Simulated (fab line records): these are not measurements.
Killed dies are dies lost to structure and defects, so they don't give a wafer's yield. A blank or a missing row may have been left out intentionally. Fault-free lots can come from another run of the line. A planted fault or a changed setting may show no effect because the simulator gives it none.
The tool behind it: which one? + flow nand-harc + 24 lots, 72 wafers sampled, at 4 steps of a route of 1159

WHAT THE GAUGES SHOWED, per wafer
NHARC_P_STI_CD_MEAS_16.
| lot  | measured    | on        | cd-nm (nm)  |
|------|-------------|-----------|-------------|
| L075 | day 2 14:11 | cd-sem-03 | 202 204 204 |
| L074 | day 2 14:13 | cd-sem-01 | 195 196 200 |
| L076 | day 3 02:43 | cd-sem-03 | 199 204 206 |
| L077 | day 3 02:46 | cd-sem-01 | 204 199 194 |
| L078 | day 3 11:46 | cd-sem-03 | 199 197 202 |
| L079 | day 3 18:36 | cd-sem-03 | 202 203 197 |
| L080 | day 3 23:41 | cd-sem-01 | 198 203 204 |
| L081 | day 4 07:53 | cd-sem-03 | 197 202 200 |
| L082 | day 4 13:29 | cd-sem-01 | 201 201 200 |
| L083 | day 4 19:29 | cd-sem-01 | 198 195 198 |
| L084 | day 4 23:28 | cd-sem-01 | 197 198 203 |
| L085 | day 5 08:22 | cd-sem-03 | 202 199 200 |
| L086 | day 5 08:26 | cd-sem-01 | 199 200 195 |
| L087 | day 5 17:47 | cd-sem-01 | 198 199 196 |
| L088 | day 6 01:37 | cd-sem-02 | 200 201 208 |
| L089 | day 6 06:42 | cd-sem-03 | 192 195 199 |
| L090 | day 6 14:47 | cd-sem-01 | 197 200 191 |
| L091 | day 6 15:22 | cd-sem-03 | 191 194 195 |
| L092 | day 7 01:32 | cd-sem-01 | 197 203 198 |
| L093 | day 7 06:09 | cd-sem-03 | 198 198 195 |
| L094 | day 7 14:10 | cd-sem-03 | 204 197 198 |
| L095 | day 7 14:19 | cd-sem-01 | 192 205 198 |
| L097 | day 8 02:01 | cd-sem-01 | 201 206 202 |
| L096 | day 8 02:02 | cd-sem-02 | 192 199 195 |

NHARC_P_GATE_CD_MEAS_11: the cd target is 1640 nm.
| lot  | measured    | on        | cd-nm (nm)           |
|------|-------------|-----------|----------------------|
| L075 | day 3 21:42 | cd-sem-03 | 1637.2 1639.9 1637.0 |
| L074 | day 3 21:52 | cd-sem-03 | 1640.0 1638.4 1637.6 |
| L076 | day 4 15:37 | cd-sem-01 | 1641.5 1638.2 1637.0 |
| L077 | day 4 15:34 | cd-sem-01 | 1636.9 1639.0 1636.6 |
| L078 | day 5 00:59 | cd-sem-01 | 1639.3 1636.2 1636.2 |
| L079 | day 5 13:09 | cd-sem-03 | 1639.0 1636.6 1639.4 |
| L080 | day 5 13:00 | cd-sem-03 | 1638.1 1636.2 1635.4 |
| L081 | day 6 02:19 | cd-sem-03 | 1639.3 1639.8 1644.3 |
| L082 | day 6 02:28 | cd-sem-03 | 1638.2 1637.4 1636.3 |
| L083 | day 6 09:51 | cd-sem-01 | 1637.1 1636.8 1636.4 |
| L084 | day 6 19:37 | cd-sem-03 | 1639.9 1637.7 1637.8 |
| L085 | day 7 07:43 | cd-sem-01 | 1638.5 1640.2 1638.2 |
| L086 | day 7 07:40 | cd-sem-03 | 1636.0 1637.8 1642.5 |
| L087 | day 7 07:52 | cd-sem-03 | 1644.3 1641.1 1640.2 |
| L088 | day 7 14:57 | cd-sem-01 | 1638.5 1640.5 1640.4 |
| L089 | day 7 23:44 | cd-sem-02 | 1642.9 1637.9 1637.6 |
| L090 | day 8 06:10 | cd-sem-02 | 1637.8 1638.1 1639.7 |
| L091 | day 8 06:20 | cd-sem-03 | 1638.5 1634.8 1639.9 |
| L092 | day 8 15:12 | cd-sem-02 | 1638.3 1638.5 1641.3 |
| L093 | day 8 15:14 | cd-sem-03 | 1636.7 1636.7 1637.1 |
| L094 | day 9 04:30 | cd-sem-01 | 1642.1 1638.2 1640.1 |
| L095 | day 9 04:32 | cd-sem-02 | 1639.1 1639.2 1637.7 |
| L097 | day 9 18:59 | cd-sem-03 | 1637.2 1638.0 1635.5 |
| L096 | day 9 18:50 | cd-sem-01 | 1637.8 1636.6 1636.0 |

NHARC_P_CONTACT_INSPECT_14.
| lot  | measured     | on                | raw-defect-count |
|------|--------------|-------------------|------------------|
| L075 | day 5 11:21  | defect-inspect-02 | 7 6 2            |
| L074 | day 5 13:15  | defect-inspect-02 | 3 5 5            |
| L076 | day 6 03:07  | defect-inspect-02 | 2 3 3            |
| L077 | day 6 01:51  | defect-inspect-01 | 1 4 4            |
| L078 | day 6 10:53  | defect-inspect-01 | 5 4 3            |
| L079 | day 7 04:04  | defect-inspect-01 | 7 6 6            |
| L080 | day 7 05:56  | defect-inspect-02 | 2 10 3           |
| L081 | day 7 19:29  | defect-inspect-01 | 3 4 5            |
| L082 | day 7 17:10  | defect-inspect-01 | 4 2 5            |
| L083 | day 7 22:29  | defect-inspect-01 | 2 5 4            |
| L084 | day 8 08:00  | defect-inspect-01 | 9 1 2            |
| L085 | day 8 20:53  | defect-inspect-01 | 5 5 4            |
| L086 | day 8 21:47  | defect-inspect-01 | 2 3 1            |
| L087 | day 8 22:57  | defect-inspect-01 | 4 4 3            |
| L088 | day 9 03:58  | defect-inspect-01 | 5 3 5            |
| L089 | day 9 12:58  | defect-inspect-01 | 2 5 1            |
| L090 | day 9 17:41  | defect-inspect-02 | 6 6 7            |
| L091 | day 9 18:44  | defect-inspect-01 | 2 2 4            |
| L092 | day 10 02:54 | defect-inspect-02 | 0 5 1            |
| L093 | day 10 04:30 | defect-inspect-02 | 2 2 4            |
| L094 | day 10 18:10 | defect-inspect-02 | 4 1 2            |
| L095 | day 10 16:51 | defect-inspect-02 | 4 3 9            |
| L097 | day 11 06:11 | defect-inspect-01 | 0 2 0            |
| L096 | day 11 08:50 | defect-inspect-02 | 5 2 1            |

EACH LOT AND THE TOOL THAT RAN IT (in order: tool; ch and the chambers of the sampled wafers; start)
| lot  | NHARC_P_GATE_ETCH_32            |
|------|---------------------------------|
| L075 | rie-si-02 ch 0,2,3, day 4 15:44 |
| L074 | rie-si-04 ch 0,2,3, day 4 16:17 |
| L076 | rie-si-02 ch 0,2,3, day 5 07:17 |
| L077 | rie-si-05 ch 2,3, day 5 06:30   |
| L078 | rie-si-02 ch 0,2, day 5 15:20   |
| L079 | rie-si-02 ch 1,2,3, day 6 08:23 |
| L080 | rie-si-05 ch 0,1, day 6 08:24   |
| L081 | rie-si-04 ch 0,2,3, day 6 21:47 |
| L082 | rie-si-05 ch 0,2,3, day 6 21:10 |
| L083 | rie-si-05 ch 1,3, day 7 02:25   |
| L084 | rie-si-02 ch 1,2,3, day 7 12:31 |
| L085 | rie-si-04 ch 0,1,3, day 8 00:53 |
| L086 | rie-si-02 ch 0,2, day 8 01:11   |
| L087 | rie-si-02 ch 1,2, day 8 02:16   |
| L088 | rie-si-05 ch 1,2,3, day 8 08:23 |
| L089 | rie-si-05 ch 1,2,3, day 8 16:53 |
| L090 | rie-si-04 ch 1,2, day 8 21:14   |
| L091 | rie-si-02 ch 0,2, day 8 20:32   |
| L092 | rie-si-04 ch 0,2,3, day 9 06:55 |
| L093 | rie-si-02 ch 1,2,3, day 9 07:51 |
| L094 | rie-si-04 ch 0,2,3, day 9 21:31 |
| L095 | rie-si-05 ch 0,1,2, day 9 20:51 |
| L097 | rie-si-04 ch 1,3, day 10 10:31  |
| L096 | rie-si-05 ch 0,1, day 10 12:38  |
- NHARC_P_GATE_ETCH_32: etches the open film in HBr/Cl2, target depth 150 nm, time 100.1 s.

AS READ BY THE TOOLS THEMSELVES (means over the sampled wafers that have a number; for cases with no such wafer, the mark the record gives instead)
NHARC_P_GATE_ETCH_32.
| lot  | tool      | drypump-motor-current-A (A) | oes-product-au (a.u.) | throttle-valve-pct (%) |
|------|-----------|-----------------------------|-----------------------|------------------------|
| L075 | rie-si-02 | 6.12                        | 0.997                 | 26.406                 |
| L074 | rie-si-04 | 5.82                        | 0.991                 | 26.403                 |
| L076 | rie-si-02 | 6.13                        | 1.006                 | 26.414                 |
| L077 | rie-si-05 | 6.03                        | 1.019                 | 26.409                 |
| L078 | rie-si-02 | 6.19                        | 0.992                 | 26.409                 |
| L079 | rie-si-02 | 5.79                        | 0.998                 | 26.398                 |
| L080 | rie-si-05 | 6.14                        | 0.988                 | 26.399                 |
| L081 | rie-si-04 | 5.81                        | 0.990                 | 26.405                 |
| L082 | rie-si-05 | 6.14                        | 1.006                 | 26.400                 |
| L083 | rie-si-05 | 6.05                        | 0.990                 | 26.414                 |
| L084 | rie-si-02 | 5.80                        | 1.008                 | 26.405                 |
| L085 | rie-si-04 | 6.03                        | 0.996                 | 26.397                 |
| L086 | rie-si-02 | 6.02                        | 0.994                 | 26.409                 |
| L087 | rie-si-02 | 5.68                        | 0.989                 | 26.407                 |
| L088 | rie-si-05 | 6.07                        | 1.004                 | 26.410                 |
| L089 | rie-si-05 | 6.07                        | 1.009                 | 26.413                 |
| L090 | rie-si-04 | 5.64                        | 0.997                 | 26.401                 |
| L091 | rie-si-02 | 6.02                        | 0.988                 | 26.406                 |
| L092 | rie-si-04 | 5.82                        | 0.991                 | 26.401                 |
| L093 | rie-si-02 | 5.80                        | 1.002                 | 26.400                 |
| L094 | rie-si-04 | 5.82                        | 0.990                 | 26.401                 |
| L095 | rie-si-05 | 6.18                        | 1.003                 | 26.409                 |
| L097 | rie-si-04 | 6.07                        | 1.000                 | 26.403                 |
| L096 | rie-si-05 | 6.17                        | 0.990                 | 26.407                 |

THE ANSWER, worked out from the rows above alone
Rule: usual is defined by the lots themselves. Put in order of their means at a reading, lots are off if they are a third of the lots or fewer, leave a main group of 4 or more, and stand apart from it by a gap of 3 or more times the standard deviation of the main group's means; of several such gaps the widest counts. Not used: any main group whose means are identical at the precision the tables above print for the reading. Also off: a lot with no number at a reading for which 4 or more lots have one. Any other lot the step has rows for is counted as sound. After the gauges, taken in route order, come the tools' own readings; for these a lot's mean is taken, as printed above. The first step at which some lot is off is used, and at that step the reading that is off furthest; a lot without a number counts as furthest.
No lot is off on any of the readings shown, so nothing can be concluded from this.

WHAT THE SIMULATOR HAD PUT IN
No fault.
